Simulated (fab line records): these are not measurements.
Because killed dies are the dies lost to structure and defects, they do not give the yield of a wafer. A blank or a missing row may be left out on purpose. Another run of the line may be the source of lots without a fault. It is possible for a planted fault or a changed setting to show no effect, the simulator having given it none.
Comparing a struck lot with a sound one	flow n5_finfet	37 steps out of a route of 1938
Sound: the wafers L905.2, L905.4, L905.5. Struck: wafer L914.2. (L914.5 of the same lot was not struck and is left out.) The cause comes at the end.
Each step with rows lists, per side, the tool, then ch with its chambers, then its first start. Under that, the readings that differ: sound wafers	struck wafers	difference of the means	sigmas: that difference in standard deviations of wafers without a fault.
alike: same words and numbers on both sides, and readings whose means sit less than 2 such deviations apart. not compared: any withheld reading, any reading some wafer has no value for, any bound like >300 that may hide the same value, and any number with overlapping values for which the record gives no deviation.
A row with sigmas, a row that says differs or no value, or rows on one side alone: a step with any of these is where the two part. Numbers that don't overlap but have no deviation are shown without sigmas and don't part them. A reading missing from all wafers of one side parts the sides only when that side holds two or more wafers.

first, 8 steps without rows for these wafers: N5_MOL_CONTACT_COAG_SRD_139 (time 30 s); N5_MOL_CONTACT_COAG_PRE_CLEAN_121; N5_MOL_CONTACT_COAG_CVD_140 (deposits W, target thk 66.5 nm, time 215 s); N5_MOL_CONTACT_COAG_PRECLEAN_127 (cleans in DIW, time 57.5 s); N5_MOL_CONTACT_COAG_SRD_128 (dry time 32 s); N5_MOL_CONTACT_COAG_CMP_52 (polishes, stops on SiO2, t overpolish 1.5 s, target thk 66.5 nm); N5_MOL_CONTACT_COAG_ANNEAL_112 (time 1800 s); N5_BEOL_M0_SAQP_PECVD_00 (deposits SiCN from 3MS/NH3, target thk 8 nm, time 14 s).
N5_BEOL_M0_SAQP_ILD_DEP_01: deposits SiOC from DEMS/O2, target thk 45.419 nm, time 8.7 s.
  sound on pecvd-01 ch 0,1,2, day 5 15:25; struck on pecvd-01 ch 1, day 7 19:12
reading	sound	struck	difference	sigmas
model.SiOC_of_BEOL_M0_SAQP_ILD_DEP_01.thk_nm (nm)	45.2 45.6 46	47.6	+2.0	
  alike: heater_power_w, showerhead_plenum_p_Torr, throttle_valve_pct
then, 25 steps without rows for these wafers: N5_BEOL_M0_SAQP_HM_DEP_02 (deposits TiN, target thk 12 nm); N5_BEOL_M0_SAQP_PECVD_03 (deposits SiCN from 3MS/NH3, target thk 12 nm, time 21.1 s); N5_BEOL_M0_SAQP_PECVD_96 (deposits a-Si from SiH4/He, target thk 45 nm, time 45.2 s); N5_BEOL_M0_SAQP_PECVD_97 (deposits SiNx from SiH4/NH3/N2, target thk 23 nm, time 19.9 s); N5_BEOL_M0_SAQP_PECVD_04 (deposits a-Si from SiH4/He, target thk 60 nm, time 60.2 s); N5_BEOL_M0_SAQP_HM_DEP_111 (deposits SiO2 from SiH4/N2O, target thk 12 nm, time 7.2 s); N5_BEOL_M0_SAQP_COAT_81 (time 60 s, resist thk 100 nm); N5_BEOL_M0_SAQP_COAT_82 (time 60 s, resist thk 30 nm); N5_BEOL_M0_SAQP_COAT_08 (resist thk 90 nm); N5_BEOL_M0_SAQP_EBR_10; N5_BEOL_M0_SAQP_SOFTBAKE_09 (time 60 s); N5_BEOL_M0_SAQP_EXPOSE_11 (exposes mask M0 CORE, target cd 42 nm); N5_BEOL_M0_SAQP_PEB_12 (peb time 60 s); N5_BEOL_M0_SAQP_DEVELOP_13 (develop time 30 s); N5_BEOL_M0_SAQP_DESCUM_19 (chemistry O2, time 7.9 s); N5_BEOL_M0_SAQP_ETCH_83 (etches SiARC in CF4, target depth 39 nm, time 65 s); N5_BEOL_M0_SAQP_ETCH_84 (etches SOC in N2/H2, target depth 100 nm, overetch 20 nm, time 150 s); N5_BEOL_M0_SAQP_STRIP_80 (strips in N2/H2); N5_BEOL_M0_SAQP_HM_OPEN_112 (chemistry CHF3/O2, target SiO2, stops on a-Si, target depth 12 nm, time 13.5 s); N5_BEOL_M0_SAQP_STRIP_113 (strips in CHF3/O2); N5_BEOL_M0_SAQP_MANDREL_ETCH_20 (etches a-Si in HBr/Cl2, stops on SiNx, target depth 60 nm, bt time 10 s, time 30 s); N5_BEOL_M0_SAQP_STRIP_86 (strips in N2/H2); N5_BEOL_M0_SAQP_STRIP_115 (strips in post etch residue remover, time 60 s); N5_BEOL_M0_SAQP_SRD_93 (time 30 s); N5_BEOL_M0_SAQP_RECESS_114 (chemistry HF/NH3, target SiO2, target depth 14.4 nm, afs cycles 3, sublimation time 60 s).
N5_BEOL_M0_CMP_120: polishes, stops on SiOC, t overpolish 6.9 s.
  sound on cmp-04 ch 0,1,3, day 6 05:25; struck on cmp-02 ch 0, day 8 05:57
reading	sound	struck	difference	sigmas
model.SiOC_of_BEOL_M0_SAQP_ILD_DEP_01.thk_nm (nm)	39.2 39.4 40	41.4	+1.9	
  alike: barrier_field_endpoint_s, clearing_platen_down_force_psi, motor_current_A, overpolish_run_s, slurry_flow_ml_min, time_to_endpoint_s
  not compared: pad_life_wafers
-- record jumps: 2 days separate the struck wafers' starts on either side; left off in module BEOL_M0, taken up again in module BEOL_M4, whose first shown step is the route's number 1111 --
N5_BEOL_M4_RC_MEAS_101:
  sound on prober-02 ch 0, day 8 03:10; struck on prober-02 ch 0, day 10 10:56
reading	sound	struck	difference	sigmas
DIBL_N (mV/V)	38.8 37.5 39.7	34.9	-3.8	-3
DIBL_P (mV/V)	38.1 36.3 38.7	34.7	-3.0	-2
IOFF_N (nA/um)	0.214 0.176 0.214	0.145	-0.056	-2
IOFF_P (nA/um)	0.264 0.220 0.266	0.190	-0.060	-2
ION_N (uA/um)	682 686 676	661	-20	-2
SS_N (mV/dec)	72.4 72.9 72.6	71.4	-1.2	-2
  alike: ION_P, SS_P, VT_N, VT_P
-- a jump in the record: the struck wafers' starts before and after are 4 days apart (it breaks off in module BEOL_M4 and resumes in module PASSIVATION, where the first step shown is number 1936 of the route) --
N5_PASSIVATION_PROBE_49:
  rows exist in the record for the struck wafers here (prober-01, day 14 19:37), but not for the sound ones

== WHERE THEY PART ==
First at N5_BEOL_M4_RC_MEAS_101; last, within this record, at N5_PASSIVATION_PROBE_49.

WHY: the cause the simulator had injected
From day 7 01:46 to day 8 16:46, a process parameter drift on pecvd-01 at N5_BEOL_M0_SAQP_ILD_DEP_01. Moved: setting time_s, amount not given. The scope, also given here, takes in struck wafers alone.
